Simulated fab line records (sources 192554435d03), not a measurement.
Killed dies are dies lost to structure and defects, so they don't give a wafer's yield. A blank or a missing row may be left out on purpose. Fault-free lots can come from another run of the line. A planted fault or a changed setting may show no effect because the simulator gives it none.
What tool caused it? :: flow n5Finfet :: 12 lots with 36 wafers sampled at 3 steps, on a route of 1938 steps

== WHAT THE GAUGES SHOWED, per wafer ==
N5_BEOL_M6_OVL_MEAS_12.
lot: L076
measured: day 9 03:38
on: overlay-02
M6_OVL (nm): 1.2 0.6 1.1

lot: L077
measured: day 9 17:15
on: overlay-02
M6_OVL (nm): 1.0 0.8 0.0

lot: L080
measured: day 10 07:02
on: overlay-02
M6_OVL (nm): 0.8 0.4 -0.3

lot: L082
measured: day 10 17:46
on: overlay-02
M6_OVL (nm): -0.8 -0.7 -0.9

lot: L081
measured: day 11 00:25
on: overlay-02
M6_OVL (nm): 0.7 -0.2 -0.4

lot: L085
measured: day 11 19:32
on: overlay-02
M6_OVL (nm): -0.1 0.0 -0.9

lot: L086
measured: day 12 08:08
on: overlay-02
M6_OVL (nm): -0.6 -1.5 -0.9

lot: L089
measured: day 12 16:55
on: overlay-02
M6_OVL (nm): 0.0 -0.8 0.3

lot: L092
measured: day 13 00:08
on: overlay-01
M6_OVL (nm): 0.1 0.4 1.0

lot: L093
measured: day 13 20:25
on: overlay-02
M6_OVL (nm): 0.9 0.1 -0.1

lot: L094
measured: day 14 02:10
on: overlay-01
M6_OVL (nm): -0.5 -0.1 0.2

lot: L097
measured: day 14 17:19
on: overlay-02
M6_OVL (nm): 0.5 0.1 -0.2

== EACH LOT AND THE TOOL THAT RAN IT (in order: tool; ch and the chambers of the sampled wafers; start) ==
lot: L076
N5_BEOL_M5_ANNEAL_49: pvdSputter-02, day 8 19:51
N5_BEOL_M6_CURE_74: uvCure-01 ch 2, day 9 01:32

lot: L077
N5_BEOL_M5_ANNEAL_49: pvdSputter-02, day 9 10:05
N5_BEOL_M6_CURE_74: uvCure-02 ch 1, day 9 15:35

lot: L080
N5_BEOL_M5_ANNEAL_49: pvdSputter-02, day 9 23:32
N5_BEOL_M6_CURE_74: uvCure-02 ch 0, day 10 05:04

lot: L082
N5_BEOL_M5_ANNEAL_49: pvdSputter-03, day 10 10:45
N5_BEOL_M6_CURE_74: uvCure-01 ch 1, day 10 16:14

lot: L081
N5_BEOL_M5_ANNEAL_49: pvdSputter-03, day 10 17:25
N5_BEOL_M6_CURE_74: uvCure-02 ch 2, day 10 22:58

lot: L085
N5_BEOL_M5_ANNEAL_49: pvdSputter-03, day 11 12:49
N5_BEOL_M6_CURE_74: uvCure-01 ch 1, day 11 18:37

lot: L086
N5_BEOL_M5_ANNEAL_49: pvdSputter-03, day 12 00:11
N5_BEOL_M6_CURE_74: uvCure-02 ch 1, day 12 06:04

lot: L089
N5_BEOL_M5_ANNEAL_49: pvdSputter-03, day 12 09:25
N5_BEOL_M6_CURE_74: uvCure-03 ch 1, day 12 14:57

lot: L092
N5_BEOL_M5_ANNEAL_49: pvdSputter-02, day 12 16:59
N5_BEOL_M6_CURE_74: uvCure-01 ch 0, day 12 22:40

lot: L093
N5_BEOL_M5_ANNEAL_49: pvdSputter-01, day 13 11:34
N5_BEOL_M6_CURE_74: uvCure-03 ch 1, day 13 17:05

lot: L094
N5_BEOL_M5_ANNEAL_49: pvdSputter-03, day 13 17:17
N5_BEOL_M6_CURE_74: uvCure-02 ch 0, day 13 22:44

lot: L097
N5_BEOL_M5_ANNEAL_49: pvdSputter-03, day 14 10:40
N5_BEOL_M6_CURE_74: uvCure-02 ch 0, day 14 16:07
- N5_BEOL_M5_ANNEAL_49: time 1800 s.
- N5_BEOL_M6_CURE_74: cures SiCOH lowk, time 240 s.

== THE ANSWER, worked out from the rows above alone ==
Rule: the lots themselves supply what counts as usual. The widest of any qualifying gaps counts: lots, ordered by their means at a reading, are off when they make up no more than a third of the lots, leave a main group of 4 or more, and stand apart from it by 3 or more times the standard deviation of that group's means. Not used: any main group whose means are identical at the precision the tables above print for the reading. A lot without any number at a reading at which 4 lots or more have one is off too. The other lots that the step has rows for count as sound.
No lot is off at any reading shown: from this, nothing can be told.

== WHAT WAS PUT IN BY THE SIMULATOR ==
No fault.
